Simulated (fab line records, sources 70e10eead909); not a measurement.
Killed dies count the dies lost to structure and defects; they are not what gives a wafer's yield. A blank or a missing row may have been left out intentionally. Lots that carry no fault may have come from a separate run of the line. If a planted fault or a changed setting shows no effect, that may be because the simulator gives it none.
fab line records	flow nand-harc
record lots=6	wafers=18	last-day=23
route steps=1159 shown A_CONTACT@931 END@1159
lots untouched by any fault: they come from a run of this same line in which no faults occurred
start-h: start of the lot's first displayed wafer, in hours after the record's first day	wait-h: hours from the lot's prior step to this one	" repeats the value in the row above	L1.1+2: a single row standing in for several wafers	- value missing, or start not given	* or withheld: withheld	< > ~ a bound
route shown NAME@n: names a module that has steps shown in the file, with the first one's number in the route	usual: average and standard deviation across the fault-free wafers	same: alike in all rows	chamber/n: place in a boat	sites: each site's reading	_std_site: their standard deviation	_edge_site: the outer-site mean with the inner-site mean subtracted	radius-mm: how far each site lies from the wafer's centre	mask NAME#n: copy n	behind: the tool/chamber that last shaped the wafer	hold: what put the lot on hold/how long, in hours/how the hold closed	device: the n, p or np transistor that did not switch	end of line: tests of these same wafers at the route's end	a step given without rows: its recipe and nothing more	killed: dies lost to structure and defects at the first sort, not the wafer's yield	map: per-die view of a wafer (x killed, . not killed, _ where there is no die)
set.NAME: the setting the step ran with; set.NAME@STEP: the setting that earlier step ran with	model.NAME: the simulator's own value behind a step, which no gauge read
lots seen at some steps along the route; tables by step, rows by wafer
services: from which hour (start-h, from the record's first day; less than 0 if before it) a tool's chamber was out of use, for how many hours, and why
## steps
# step NHARC_A_CONTACT_EBR_04
# step NHARC_A_CONTACT_EXPOSE_05
# recipe na=1.35	sigma-outer=0.8	dose-mj=84.24	mask-id=A_CC
# step NHARC_A_CONTACT_PEB_06
# recipe peb-temp-c=100	peb-time-s=65
# step NHARC_A_CONTACT_DEVELOP_07
# recipe develop-time-s=35	dev-temp-c=23
# step NHARC_A_CONTACT_CD_MEAS_08
# recipe target-cd-nm=100	landing-energy-ev=500
# usual cd-nm=99.8/0.59
lot.wafer	tool	chamber	start-h	wait-h	cd-nm
L762.1	cd-sem-03	0	375.57	-	100.4
L762.2	"	0	"	"	100.4
L762.3	"	0	"	"	100.9
L765.3	cd-sem-01	0	401.13	-	100.0
L765.5	"	0	"	"	99.2
L765.6	"	0	"	"	99.6
L775.2	cd-sem-03	0	462.30	-	100.0
L775.3	"	0	"	"	100.3
L775.4	"	0	"	"	99.9
L777.1	cd-sem-03	0	462.48	-	99.8
L777.2	"	0	"	"	99.1
L777.3	"	0	"	"	99.9
L774.2	cd-sem-03	0	475.41	-	99.9
L774.4	"	0	"	"	100.2
L774.5	"	0	"	"	100.3
L779.2	cd-sem-03	0	476.08	-	99.8
L779.5	"	0	"	"	100.0
L779.6	"	0	"	"	99.7
# step NHARC_A_CONTACT_OVL_MEAS_09
# usual overlay-x-nm=0.2/0.79	overlay-y-nm=0.0/0.79
lot.wafer	tool	chamber	start-h	wait-h	overlay-x-nm	overlay-y-nm
L762.1	overlay-01	-	375.66	-	1.3	1.6
L762.2	"	-	"	"	1.3	1.3
L762.3	"	-	"	"	1.6	1.6
L765.3	overlay-01	-	401.22	-	1.6	0.9
L765.5	"	-	"	"	0.5	0.7
L765.6	"	-	"	"	1.1	0.1
L775.2	overlay-01	-	462.40	-	-0.7	1.1
L775.3	"	-	"	"	-1.0	1.7
L775.4	"	-	"	"	-1.5	2.0
L777.1	overlay-02	-	462.56	-	1.9	0.3
L777.2	"	-	"	"	1.7	0.2
L777.3	"	-	"	"	2.3	0.2
L774.2	overlay-01	-	475.50	-	0.3	1.2
L774.4	"	-	"	"	0.3	1.0
L774.5	"	-	"	"	0.3	1.1
L779.2	overlay-01	-	476.16	-	0.9	0.7
L779.5	"	-	"	"	-0.4	0.6
L779.6	"	-	"	"	0.6	0.6
# step NHARC_A_CONTACT_INSPECT_10
# usual raw-defect-count=31/14
lot.wafer	tool	chamber	start-h	wait-h	raw-defect-count
L762.1	defect-inspect-01	-	375.70	0.0	28
L762.2	"	-	"	"	15
L762.3	"	-	"	"	15
L765.3	defect-inspect-01	-	401.25	0.0	10
L765.5	"	-	"	"	16
L765.6	"	-	"	"	12
L775.2	defect-inspect-01	-	462.44	0.0	37
L775.3	"	-	"	"	30
L775.4	"	-	"	"	32
L777.1	defect-inspect-02	-	462.60	0.0	9
L777.2	"	-	"	"	19
L777.3	"	-	"	"	12
L774.2	defect-inspect-02	-	475.53	0.0	28
L774.4	"	-	"	"	27
L774.5	"	-	"	"	32
L779.2	defect-inspect-01	-	476.20	0.0	24
L779.5	"	-	"	"	34
L779.6	"	-	"	"	32
# step NHARC_A_CONTACT_DESCUM_13
# recipe time-s=3	o2-flow-sccm=200	ar-flow-sccm=0	bias-power-w=0	chemistry=O2
# usual drypump-motor-current-A=5.9/0.31	oes-product-au=1.004/0.0087	rf-vpp-V=57.9/0.83	showerhead-plenum-p-Torr=1.94/0.073	throttle-valve-pct=11.312/0.0082
lot.wafer	tool	chamber	start-h	wait-h	drypump-motor-current-A	oes-product-au	rf-hours-counter-h	rf-vpp-V	showerhead-plenum-p-Torr	throttle-valve-pct
L762.1	rie-diel-07	0	375.76	0.1	5.6	0.998	27	57.5	1.96	11.299
L762.2	"	1	"	"	5.9	1.014	29	57.9	2.01	11.300
L762.3	"	2	"	"	6.2	1.008	29	58.2	1.97	11.315
L765.3	rie-diel-02	2	401.32	0.1	5.2	1.000	21	55.5	1.87	11.325
L765.5	"	1	"	"	5.4	0.994	-	56.9	1.84	11.314
L765.6	"	2	"	"	5.2	0.995	-	59.6	1.87	11.321
L775.3	rie-diel-06	3	462.52	0.1	6.0	1.000	17	58.2	1.98	11.310
L775.4	"	0	"	"	6.5	0.987	15	57.4	1.87	11.318
L775.2	"	1	"	"	6.0	1.003	15	59.9	2.05	11.302
L777.3	rie-diel-07	0	462.66	0.1	5.6	0.993	12	57.8	1.95	11.306
L777.1	"	1	"	"	5.9	1.001	12	57.9	2.00	11.321
L777.2	"	3	"	"	6.2	1.018	11	56.7	1.81	11.316
L774.2	rie-diel-02	3	475.60	0.1	6.3	1.004	49	57.3	1.91	11.298
L774.4	"	0	"	"	6.0	0.995	54	58.0	1.80	11.303
L774.5	"	0	"	"	6.0	0.986	-	56.9	1.80	11.305
L779.2	rie-diel-07	0	476.28	0.1	5.6	1.002	13	58.4	1.95	11.317
L779.5	"	1	"	"	5.9	0.999	-	57.2	2.00	11.316
L779.6	"	2	"	"	6.2	0.997	-	57.3	1.97	11.300
# step NHARC_A_CONTACT_ETCH_88
# recipe target-depth-a=390	over-etch-frac=0.3	time-s=65	ion-energy-ev=80	cf4-flow-sccm=150	ar-flow-sccm=0	rf-w=300	bias-w=100	chemistry=CF4
# usual bias-w=99.96/0.26	cf4-flow-sccm=150.0/0.46	drypump-motor-current-A=5.9/0.31	oes-product-au=1.002/0.009	rf-vpp-V=151.6/1.2	showerhead-plenum-p-Torr=1.79/0.064	throttle-valve-pct=13.285/0.0087
lot.wafer	tool	chamber	start-h	wait-h	bias-w	cf4-flow-sccm	drypump-motor-current-A	oes-product-au	rf-hours-counter-h	rf-vpp-V	showerhead-plenum-p-Torr	throttle-valve-pct
L762.2	rie-diel-07	0	375.85	0.1	100.04	150.8	5.6	1.000	27	151.0	1.81	13.293
L762.1	"	1	"	"	100.24	149.6	5.9	1.011	29	152.7	1.85	13.279
L762.3	"	3	"	"	99.49	150.7	6.2	1.022	27	148.7	1.69	13.276
L765.3	rie-diel-02	3	401.40	0.1	99.95	149.6	6.3	1.019	24	150.9	1.77	13.287
L765.6	"	3	"	"	99.63	149.6	6.3	1.014	-	152.7	1.77	13.284
L765.5	"	0	"	"	99.81	150.2	6.1	1.008	-	149.9	1.68	13.280
L775.4	rie-diel-06	0	462.61	0.1	99.95	150.0	6.4	0.988	15	151.2	1.73	13.290
L775.2	"	1	"	"	100.00	150.2	6.0	1.004	15	152.8	1.89	13.273
L775.3	"	2	"	"	99.63	150.1	5.5	1.008	16	151.7	1.78	13.284
L777.3	rie-diel-07	2	463.21	0.5	100.02	149.7	6.2	0.988	12	152.3	1.82	13.284
L777.1	"	0	"	"	100.06	150.2	5.6	0.996	12	151.8	1.80	13.288
L777.2	"	1	"	"	99.90	150.7	5.9	0.997	13	151.5	1.84	13.283
L774.4	rie-diel-02	3	475.68	0.1	99.80	150.3	6.3	1.020	49	151.2	1.76	13.281
L774.2	"	1	"	"	99.98	149.3	5.4	1.001	51	149.6	1.70	13.278
L774.5	"	0	"	"	100.19	150.2	6.0	0.991	-	150.2	1.67	13.291
L779.2	rie-diel-07	0	476.35	0.1	99.61	149.5	5.6	0.985	13	150.7	1.80	13.278
L779.5	"	3	"	"	100.07	150.5	6.2	1.007	-	148.4	1.68	13.295
L779.6	"	0	"	"	99.40	149.8	5.6	0.996	-	151.6	1.80	13.274
# step NHARC_A_CONTACT_ETCH_89
# recipe target-depth-a=2600	over-etch-frac=0.3	time-s=475.3	ion-energy-ev=200	n2-flow-sccm=150	h2-flow-sccm=150	ar-flow-sccm=0	rf-w=400	bias-w=150	chemistry=N2/H2
# usual bias-w=150.1/0.45	chamber-pressure-mTorr=29.997/0.026	drypump-motor-current-A=5.9/0.32	oes-product-au=1.002/0.0094	rf-vpp-V=431.2/2.4	showerhead-plenum-p-Torr=2.07/0.082	throttle-valve-pct=14.170/0.0081
lot.wafer	tool	chamber	start-h	wait-h	bias-w	chamber-pressure-mTorr	drypump-motor-current-A	oes-product-au	rf-hours-counter-h	rf-vpp-V	showerhead-plenum-p-Torr	throttle-valve-pct
L762.3	rie-diel-07	3	-	-	149.4	29.970	6.2	1.020	27	428.6	1.93	14.163
L762.2	"	0	"	"	150.2	29.956	5.6	1.000	27	431.4	2.09	14.167
L762.1	"	2	"	"	149.9	29.997	6.2	1.004	29	433.7	2.11	14.185
L765.3	rie-diel-02	0	-	-	150.3	30.002	6.0	0.987	26	428.1	1.93	14.175
L765.5	"	3	"	"	150.0	30.035	6.3	1.007	-	432.4	2.04	14.171
L765.6	"	0	"	"	150.5	29.973	6.0	0.996	-	427.0	1.93	14.162
L775.2	rie-diel-06	0	-	-	151.0	30.011	6.4	0.990	15	429.6	1.99	14.183
L775.3	"	1	"	"	149.6	30.009	6.0	0.994	15	435.0	2.19	14.169
L775.4	"	2	"	"	150.2	29.982	5.4	1.009	16	432.3	2.06	14.170
L777.3	rie-diel-07	1	-	-	149.9	30.027	5.9	1.005	13	432.0	2.14	14.164
L777.1	"	2	"	"	150.6	30.020	6.2	0.987	12	431.8	2.10	14.168
L777.2	"	3	"	"	149.7	30.016	6.2	1.008	11	428.3	1.93	14.168
L774.4	rie-diel-02	1	-	-	149.5	30.005	5.4	0.992	51	428.1	1.95	14.165
L774.2	"	0	"	"	149.8	30.011	6.1	0.992	54	425.4	1.92	14.157
L774.5	"	2	"	"	150.4	29.945	5.2	1.010	-	428.3	1.99	14.181
L779.2	rie-diel-07	1	-	-	150.3	29.990	5.9	1.001	14	432.9	2.14	14.157
L779.5	"	2	"	"	150.4	30.010	6.2	0.994	-	433.2	2.10	14.173
L779.6	"	3	"	"	150.1	29.995	6.2	1.021	-	427.8	1.93	14.171
# step NHARC_A_CONTACT_ETCH_30
# recipe target-depth-a=605	time-s=30.2	cf4-flow-sccm=100	chf3-flow-sccm=30	ar-flow-sccm=0	rf-w=500	bias-w=200	chemistry=CF4/CHF3
# usual bias-w=199.9/0.57	cf4-flow-sccm=100.0/0.32	drypump-motor-current-A=5.9/0.31	oes-product-au=0.938/0.021	rf-vpp-V=371.2/2.1	showerhead-plenum-p-Torr=1.59/0.059	throttle-valve-pct=16.803/0.0093
lot.wafer	tool	chamber	start-h	wait-h	bias-w	cf4-flow-sccm	drypump-motor-current-A	oes-product-au	rf-hours-counter-h	rf-vpp-V	showerhead-plenum-p-Torr	throttle-valve-pct
L762.2	rie-diel-07	2	-	-	199.8	99.9	6.2	0.970	30	371.3	1.62	16.806
L762.1	"	3	"	"	200.2	99.8	6.2	0.986	28	366.7	1.50	16.796
L762.3	"	0	"	"	200.3	100.0	5.6	0.955	27	370.1	1.61	16.813
L765.3	rie-diel-02	2	-	-	200.4	99.3	5.2	0.916	21	369.2	1.54	16.793
L765.5	"	2	"	"	200.5	99.3	5.2	0.913	-	368.4	1.54	16.804
L765.6	"	3	"	"	200.2	99.7	6.3	0.929	-	371.8	1.58	16.810
L775.3	rie-diel-06	0	-	-	199.4	100.0	6.5	0.903	16	368.6	1.54	16.806
L775.2	"	1	"	"	199.3	99.4	6.0	0.920	15	373.7	1.68	16.790
L775.4	"	3	"	"	200.1	100.0	6.0	0.917	17	372.4	1.63	16.807
L777.2	rie-diel-07	0	-	-	199.7	100.1	5.6	0.920	12	369.9	1.60	16.808
L777.1	"	1	"	"	200.4	100.7	5.9	0.922	13	371.7	1.64	16.792
L777.3	"	3	"	"	200.0	100.9	6.2	0.934	11	367.7	1.49	16.820
L774.2	rie-diel-02	1	-	-	200.6	100.0	5.4	0.974	51	368.4	1.51	16.787
L774.4	"	3	"	"	200.6	99.5	6.3	0.971	49	370.7	1.57	16.826
L774.5	"	1	"	"	199.6	100.3	5.4	0.974	-	367.8	1.51	16.810
L779.2	rie-diel-07	3	-	-	201.0	100.3	6.2	0.935	13	369.4	1.49	16.802
L779.6	"	1	"	"	199.8	99.6	5.9	0.920	-	372.4	1.64	16.810
L779.5	"	2	"	"	199.9	100.4	6.2	0.933	-	371.6	1.62	16.800
# step NHARC_A_CONTACT_ETCH_31
# recipe target-depth-a=20000	over-etch-frac=0.3	time-s=520	ion-energy-ev=150	o2-flow-sccm=400	cos-flow-sccm=20	ar-flow-sccm=0	rf-w=500	bias-w=300	chemistry=O2/COS
# step NHARC_A_CONTACT_ETCH_134
# recipe source-w=withheld	pressure-mtorr=20	bias-v=withheld	time-s=140	target-depth-a=7000	ar-flow-sccm=withheld	c4f8-flow-sccm=withheld	o2-flow-sccm=withheld	chemistry=C4F8/O2/Ar
# usual chamber-pressure-mTorr=19.999/0.02	oes-air-line-au=1.001/0.02
lot.wafer	tool	chamber	start-h	wait-h	chamber-pressure-mTorr	oes-air-line-au	rf-hours-counter-h
L762.2	har-cap-etch-01	0	376.75	-	20.035	0.967	60
L762.1	"	1	"	"	20.030	1.020	60
L762.3	"	0	"	"	19.976	0.981	-
L765.3	har-cap-etch-03	1	402.85	-	20.012	0.976	-
L765.5	"	0	"	"	19.971	0.991	-
L765.6	"	1	"	"	20.001	0.980	-
L775.2	har-cap-etch-03	1	463.58	-	-	-	-
L775.3	"	0	"	"	-	-	-
L775.4	"	1	"	"	-	-	-
L777.2	har-cap-etch-01	1	464.12	-	20.009	0.986	77
L777.1	"	0	"	"	19.989	1.026	77
L777.3	"	0	"	"	19.990	0.993	-
L774.2	har-cap-etch-03	0	476.71	-	-	-	-
L774.4	"	0	"	"	-	-	-
L774.5	"	0	"	"	-	-	-
L779.2	har-cap-etch-01	0	477.25	-	20.004	1.025	79
L779.6	"	0	"	"	20.004	1.001	-
L779.5	"	1	"	"	20.018	0.999	-
# step NHARC_A_CONTACT_ETCH_135
# recipe source-w=withheld	pressure-mtorr=20	bias-v=3000	time-s=132	target-depth-a=12870	ar-flow-sccm=withheld	c4f8-flow-sccm=withheld	o2-flow-sccm=withheld	chemistry=C4F8/O2/Ar
# usual chamber-pressure-mTorr=20.003/0.021	oes-air-line-au=1.002/0.019
lot.wafer	tool	chamber	start-h	wait-h	chamber-pressure-mTorr	oes-air-line-au	rf-hours-counter-h
L762.2	har-cap-etch-01	0	376.95	0.2	20.017	0.999	60
L762.1	"	1	"	"	19.999	1.021	60
L762.3	"	0	"	"	19.998	0.975	-
L765.3	har-cap-etch-03	1	403.01	0.1	19.959	1.034	-
L765.5	"	0	"	"	20.028	0.994	-
L765.6	"	1	"	"	20.034	1.013	-
L775.2	har-cap-etch-03	1	463.77	0.2	19.992	1.009	100
L775.3	"	0	"	"	20.018	1.032	-
L775.4	"	1	"	"	19.997	1.011	-
L777.2	har-cap-etch-01	1	464.32	0.2	20.016	0.948	77
L777.1	"	0	"	"	20.004	0.993	77
L777.3	"	0	"	"	19.991	1.017	-
L774.2	har-cap-etch-03	0	476.96	0.2	19.992	0.954	102
L774.4	"	0	"	"	20.015	0.984	-
L774.5	"	0	"	"	20.003	1.000	-
L779.2	har-cap-etch-01	0	477.45	0.2	19.971	1.028	79
L779.6	"	0	"	"	19.984	0.987	-
L779.5	"	1	"	"	19.991	0.997	-
# step NHARC_END_SORT_01
# recipe temp-c=25
# usual killed-at-array=28/10	killed-at-other=0.5/0.82	killed-at-periphery=3.4/2.2	killed-dies=31/10	killed-open=3.4/1.9	killed-short=1.9/1.3
# same gross-dies=677
lot.wafer	tool	chamber	start-h	wait-h	killed-at-array	killed-at-other	killed-at-periphery	killed-dies	killed-open	killed-short
L775.2	prober-01	0	516.21	2.8	671	0	6	677	1	3
L775.3	prober-01	0	517.02	3.1	670	0	7	677	5	5
L775.4	prober-01	0	517.82	3.4	671	0	6	677	4	2
L777.1	prober-01	0	523.21	2.5	12	0	2	14	1	3
L777.2	prober-01	0	524.00	2.8	20	0	7	27	5	3
L777.3	prober-01	0	524.80	3.1	15	0	2	17	1	2
L779.2	prober-02	0	548.23	2.8	28	0	5	33	1	5
L779.5	prober-02	0	550.61	3.7	20	0	2	22	1	2
L779.6	prober-02	0	551.40	4.0	30	2	0	32	2	1
L774.2	prober-02	0	556.02	2.8	675	0	2	677	6	2
L774.4	prober-02	0	557.59	3.4	672	0	5	677	7	2
L774.5	prober-02	0	558.37	3.6	673	0	4	677	4	1
# killed by level:class
L775.2 A_CONTACT:area-etch=639 A_SLIT:chamber-film-flake=17 A_CONTACT:chamber-film-flake=5 A_CHANNEL_HOLE_D1:chamber-film-flake=4 A_STAIRCASE:chamber-film-flake=4 P_STI:chamber-film-flake=2 P_CONTACT:chamber-film-flake=2 P_GATE:geometric-particle:short=1
L775.3 A_CONTACT:area-etch=643 A_SLIT:chamber-film-flake=10 A_CHANNEL_HOLE_D1:chamber-film-flake=4 A_CONTACT:chamber-film-flake=4 A_STAIRCASE:chamber-film-flake=3 P_STI:chamber-film-flake=2 P_STI:geometric-particle:short=1 P_M0:geometric-particle:open=1
L775.4 A_CONTACT:area-etch=639 A_SLIT:chamber-film-flake=14 A_CONTACT:chamber-film-flake=7 A_CHANNEL_HOLE_D1:chamber-film-flake=4 P_CONTACT:chamber-film-flake=3 A_STAIRCASE:chamber-film-flake=3 P_STI:geometric-particle:open=1 P_M0:geometric-particle:open=1
L777.1 A_CHANNEL_HOLE_D1:chamber-film-flake=3 A_M0:geometric-particle:short=2 P_STI:chamber-film-flake=2 A_STAIRCASE:chamber-film-flake=2 A_CONTACT:chamber-film-flake=2 A_WL_FILL:geometric-particle:short=1 A_CONTACT:geometric-particle:open=1 A_WL_FILL:chamber-film-flake=1
L777.2 A_CHANNEL_HOLE_D1:chamber-film-flake=8 A_CONTACT:chamber-film-flake=3 P_STI:geometric-particle:open=2 A_WL_FILL:chamber-film-flake=2 A_STAIRCASE:chamber-film-flake=2 P_GATE:geometric-particle:open=1 P_CONTACT:geometric-particle:open=1 P_M0:geometric-particle:short=1
L777.3 A_STAIRCASE:chamber-film-flake=4 A_CHANNEL_HOLE_D1:chamber-film-flake=3 A_ONON_D1:geometric-particle:short=2 A_BLC:chamber-film-flake=2 P_M0:geometric-particle:open=1 P_GATE:chamber-film-flake=1 A_CHANNEL_FILL_D1:chamber-film-flake=1 A_SLIT:chamber-film-flake=1
L779.2 A_SLIT:chamber-film-flake=11 A_CHANNEL_HOLE_D1:chamber-film-flake=4 A_BLC:chamber-film-flake=4 A_CONTACT:chamber-film-flake=3 A_ONON_D1:geometric-particle:short=2 A_WL_FILL:geometric-particle:short=2 P_STI:chamber-film-flake=2 P_M0:geometric-particle:open=1
L779.5 A_SLIT:chamber-film-flake=9 A_CONTACT:chamber-film-flake=3 A_WL_FILL:geometric-particle:short=2 A_CHANNEL_HOLE_D1:chamber-film-flake=2 A_BLC:chamber-film-flake=2 A_WL_FILL:geometric-particle:open=1 P_ZERO_WELL:chamber-film-flake=1 P_M0:chamber-film-flake=1
L779.6 A_SLIT:chamber-film-flake=15 A_CONTACT:chamber-film-flake=7 A_CHANNEL_HOLE_D1:chamber-film-flake=4 A_CHANNEL_FILL_D1:geometric-particle:open=1 A_WL_FILL:geometric-particle:open=1 STARTING-WAFER:geometric-particle:short=1 A_STAIRCASE:chamber-film-flake=1 A_BLC:chamber-film-flake=1
L774.2 A_CONTACT:area-etch=636 A_CHANNEL_HOLE_D1:chamber-film-flake=20 A_STAIRCASE:chamber-film-flake=5 A_BLC:chamber-film-flake=4 A_CONTACT:chamber-film-flake=3 A_CONTACT:geometric-particle:open=2 A_M0:geometric-particle:open=2 P_M2:geometric-particle:open=1
L774.4 A_CONTACT:area-etch=646 A_CHANNEL_HOLE_D1:chamber-film-flake=13 P_M0:geometric-particle:open=2 A_CONTACT:geometric-particle:open=2 A_STAIRCASE:chamber-film-flake=2 A_CONTACT:chamber-film-flake=2 A_BLC:chamber-film-flake=2 P_CONTACT:geometric-particle:open=1
L774.5 A_CONTACT:area-etch=648 A_CHANNEL_HOLE_D1:chamber-film-flake=18 P_M0:geometric-particle:open=2 A_CONTACT:chamber-film-flake=2 P_GATE:geometric-particle:open=1 A_CONTACT:geometric-particle:open=1 A_CONTACT:geometric-particle:short=1 P_STI:chamber-film-flake=1
# map L774.2 (x killed, . not)
____________x____________
_________xxxxxxx_________
_______xxxxxxxxxxx_______
______xxxxxxxxxxxxx______
_____xxxxxxxxxxxxxxx_____
____xxxxxxxxxxxxxxxxx____
____xxxxxxxxxxxxxxxxx____
___xxxxxxxxxxxxxxxxxxx___
___xxxxxxxxxxxxxxxxxxx___
__xxxxxxxxxxxxxxxxxxxxx__
__xxxxxxxxxxxxxxxxxxxxx__
_xxxxxxxxxxxxxxxxxxxxxxx_
_xxxxxxxxxxxxxxxxxxxxxxx_
_xxxxxxxxxxxxxxxxxxxxxxx_
_xxxxxxxxxxxxxxxxxxxxxxx_
_xxxxxxxxxxxxxxxxxxxxxxx_
xxxxxxxxxxxxxxxxxxxxxxxxx
xxxxxxxxxxxxxxxxxxxxxxxxx
xxxxxxxxxxxxxxxxxxxxxxxxx
xxxxxxxxxxxxxxxxxxxxxxxxx
xxxxxxxxxxxxxxxxxxxxxxxxx
_xxxxxxxxxxxxxxxxxxxxxxx_
_xxxxxxxxxxxxxxxxxxxxxxx_
_xxxxxxxxxxxxxxxxxxxxxxx_
_xxxxxxxxxxxxxxxxxxxxxxx_
_xxxxxxxxxxxxxxxxxxxxxxx_
__xxxxxxxxxxxxxxxxxxxxx__
__xxxxxxxxxxxxxxxxxxxxx__
___xxxxxxxxxxxxxxxxxxx___
___xxxxxxxxxxxxxxxxxxx___
____xxxxxxxxxxxxxxxxx____
____xxxxxxxxxxxxxxxxx____
_____xxxxxxxxxxxxxxx_____
______xxxxxxxxxxxxx______
_______xxxxxxxxxxx_______
_________xxxxxxx_________
____________x____________
# map L775.2 (x killed, . not)
____________x____________
_________xxxxxxx_________
_______xxxxxxxxxxx_______
______xxxxxxxxxxxxx______
_____xxxxxxxxxxxxxxx_____
____xxxxxxxxxxxxxxxxx____
____xxxxxxxxxxxxxxxxx____
___xxxxxxxxxxxxxxxxxxx___
___xxxxxxxxxxxxxxxxxxx___
__xxxxxxxxxxxxxxxxxxxxx__
__xxxxxxxxxxxxxxxxxxxxx__
_xxxxxxxxxxxxxxxxxxxxxxx_
_xxxxxxxxxxxxxxxxxxxxxxx_
_xxxxxxxxxxxxxxxxxxxxxxx_
_xxxxxxxxxxxxxxxxxxxxxxx_
_xxxxxxxxxxxxxxxxxxxxxxx_
xxxxxxxxxxxxxxxxxxxxxxxxx
xxxxxxxxxxxxxxxxxxxxxxxxx
xxxxxxxxxxxxxxxxxxxxxxxxx
xxxxxxxxxxxxxxxxxxxxxxxxx
xxxxxxxxxxxxxxxxxxxxxxxxx
_xxxxxxxxxxxxxxxxxxxxxxx_
_xxxxxxxxxxxxxxxxxxxxxxx_
_xxxxxxxxxxxxxxxxxxxxxxx_
_xxxxxxxxxxxxxxxxxxxxxxx_
_xxxxxxxxxxxxxxxxxxxxxxx_
__xxxxxxxxxxxxxxxxxxxxx__
__xxxxxxxxxxxxxxxxxxxxx__
___xxxxxxxxxxxxxxxxxxx___
___xxxxxxxxxxxxxxxxxxx___
____xxxxxxxxxxxxxxxxx____
____xxxxxxxxxxxxxxxxx____
_____xxxxxxxxxxxxxxx_____
______xxxxxxxxxxxxx______
_______xxxxxxxxxxx_______
_________xxxxxxx_________
____________x____________
## services
tool	chamber	start-h	hours	kind
rie-diel-07	0	359.95	-	clean
rie-diel-07	1	359.95	-	clean
rie-diel-07	2	359.95	-	clean
rie-diel-07	3	359.95	-	clean
rie-diel-07	0	384.45	-	clean
rie-diel-07	1	384.45	-	clean
rie-diel-07	2	384.45	-	clean
rie-diel-07	3	384.45	-	clean
rie-diel-06	-	390.24	1.4	repair
har-cap-etch-01	-	394.75	0.2	repair
rie-diel-07	-	405.20	9.0	pm
rie-diel-07	0	405.20	9.0	vent-cycle
rie-diel-07	1	405.20	9.0	vent-cycle
rie-diel-07	2	405.20	9.0	vent-cycle
rie-diel-07	3	405.20	9.0	vent-cycle
rie-diel-07	0	414.20	-	clean
rie-diel-07	1	414.20	-	clean
rie-diel-07	2	414.20	-	clean
rie-diel-07	3	414.20	-	clean
rie-diel-06	-	418.43	9.0	pm
rie-diel-02	3	427.16	5.2	repair
rie-diel-07	0	438.70	-	clean
rie-diel-07	0	439.06	1.8	repair
rie-diel-06	2	464.28	9.1	repair
## key
first-sign step=NHARC_A_CONTACT_ETCH_134	reading=tool-record	direction=missing
effect step=NHARC_END_SORT_01	reading=killed-at-array	direction=up	sigmas=63	usual=28	struck=672
more-kills-born-at NHARC_A_CONTACT_ETCH_134@har-cap-etch-03=3851
met-at NHARC_A_CONTACT_ETCH_134
struck-wafers L774.2,L774.4,L774.5,L775.2,L775.3,L775.4
later-rows-left-out L774.2,L774.4,L774.5,L775.2,L775.3,L775.4
tester-left-out L774,L775
onset-between 402.85 463.58
fault kind=skipped-step-whole	tool=har-cap-etch-03	chamber=-	onset-h=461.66	steps=NHARC_A_CONTACT_ETCH_134	scope=struck-lots-only
# tester-left-out: of these lots the tester's yield and bins aren't shown, on N5 and GAA mostly nor the transistor test; their killed dies are dies lost to structure and defects alone, not to doping, threshold or leakage, so they don't give the yield
# later-rows-left-out: the simulator's readings of these wafers behind a module that went badly wrong aren't trusted and aren't shown, but for the sort
